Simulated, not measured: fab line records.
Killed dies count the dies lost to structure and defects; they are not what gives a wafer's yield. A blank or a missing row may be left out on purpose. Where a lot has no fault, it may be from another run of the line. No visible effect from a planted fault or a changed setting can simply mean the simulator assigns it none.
Lot-split experiment | flow n5-finfet | route with 1938 steps; 7 lots, 21 wafers read

THE SPLIT
At N5_MOL_CONTACT_COAG_ALD_133 (deposits SiO2, target thk 5 nm, pulse time 1 s, co reactant pulse time 1 s), the setting ald-cycles was moved away from the recipe's 35 on 10 of the 21 wafers read, by -14.3% to +17.1%. For the rest of the wafers, this setting stayed at what the recipe calls for.

The reading is taken at the split's own step.

THE READING
SiO2_of_MOL_CONTACT_COAG_ALD_133.thk-nm (the simulator's own value, which no gauge read), in nm, at N5_MOL_CONTACT_COAG_ALD_133 (deposits SiO2, target thk 5 nm, pulse time 1 s, co reactant pulse time 1 s). No usual value for it is given in the file.

wafer  | tool, chamber at the split | ald-cycles as run | against the recipe | SiO2_of_MOL_CONTACT_COAG_ALD_133.thk-nm, nm | against lot-mates on the recipe
L076.2 | ald-sin-01, 1              | 30                | -14.3%             | 4.2                                         | -0.8
L076.3 | ald-sin-01, 2              | 35                | recipe             | 5                                           | -
L076.6 | ald-sin-01, 2              | 30                | -14.3%             | 4.4                                         | -0.6
L084.1 | ald-sin-03, 3              | 38                | +8.6%              | 5.4                                         | +0.4
L084.6 | ald-sin-03, 3              | 38                | +8.6%              | 5.4                                         | +0.4
L084.5 | ald-sin-03, 0              | 35                | recipe             | 5                                           | -
L089.2 | ald-sin-01, 3,2,1          | 35                | recipe             | 5                                           | -
L089.5 | ald-sin-01, 3,2,1          | 35                | recipe             | 5                                           | -
L089.6 | ald-sin-01, 3,2,1          | 35                | recipe             | 5                                           | -
L088.1 | ald-sin-01, 0              | 38                | +8.6%              | 5.4                                         | +0.4
L088.5 | ald-sin-01, 0              | 38                | +8.6%              | 5.4                                         | +0.4
L088.4 | ald-sin-01, 1              | 35                | recipe             | 5                                           | -
L090.3 | ald-sin-01, 1,2,3          | 32                | -8.6%              | 4.6                                         | no lot-mate on the recipe
L090.5 | ald-sin-01, 1,2,3          | 32                | -8.6%              | 4.6                                         | no lot-mate on the recipe
L090.6 | ald-sin-01, 1,2,3          | 32                | -8.6%              | 4.6                                         | no lot-mate on the recipe
L093.2 | ald-sin-03, 0              | 41                | +17.1%             | 5.8                                         | +0.8
L093.4 | ald-sin-03, 3,2            | 35                | recipe             | 5                                           | -
L093.5 | ald-sin-03, 3,2            | 35                | recipe             | 5                                           | -
L094.2 | ald-sin-02, 1,0,2          | 35                | recipe             | 5                                           | -
L094.4 | ald-sin-02, 1,0,2          | 35                | recipe             | 5                                           | -
L094.6 | ald-sin-02, 1,0,2          | 35                | recipe             | 5                                           | -
The file does not say which wafer passed through which chamber wherever a row lists several chambers: such a row stands for several wafers.

THE FIT
A straight line over all 21 wafers: SiO2_of_MOL_CONTACT_COAG_ALD_133.thk-nm changes by +0.0474 nm for each +1% of ald-cycles; r = +1.00; the points scatter about the line by 0.033 nm.
The same after taking each lot's own level away (the mean of its wafers on the recipe; 18 wafers): +0.0477 nm for each +1%; r = +1.00; scatter 0.036 nm.
That fit puts the effect of the largest move of ald-cycles on the reading at 0.82 nm.
The lots' own levels span 5.00 to 5.00 nm.
Consequently the slope shifts little with the lot-to-lot level, the two slopes agreeing.
Check: +0.819 nm against its lot-mates is what the line predicts for one of the wafers moved furthest among these (+17.1%) when that wafer is left out of the fit. Against them it came out at +0.8 nm.

THESE WAFERS: OTHER SPLITS
Other splits were also applied to these wafers ahead of the reading. Each is held against what the fit with the lots' levels taken away leaves over:
other split on the same wafers        | wafers away from the commonest value | r with SiO2_of_MOL_CONTACT_COAG_ALD_133.thk-nm (lot level and that fit taken away)
N5_SDB_COAT_03 spin-rpm               | 7                                    | +0.35
N5_SDB_COAT_04 time-s                 | 5                                    | +0.13
N5_HKMG_FIN_COAT_43 spin-rpm          | 9                                    | +0.41
N5_HKMG_FIN_PEB_47 peb-time-s         | 5                                    | +0.06
N5_GATE_CUT_DESCUM_18 time-s          | 7                                    | -0.04
N5_MOL_CONTACT_COAG_ALD_27 ald-cycles | 8                                    | -0.03

THE FILE'S OWN FIT
SiO2_of_MOL_CONTACT_COAG_ALD_133.thk-nm changes by +0.0474 nm for each +1% of ald-cycles, r = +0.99.
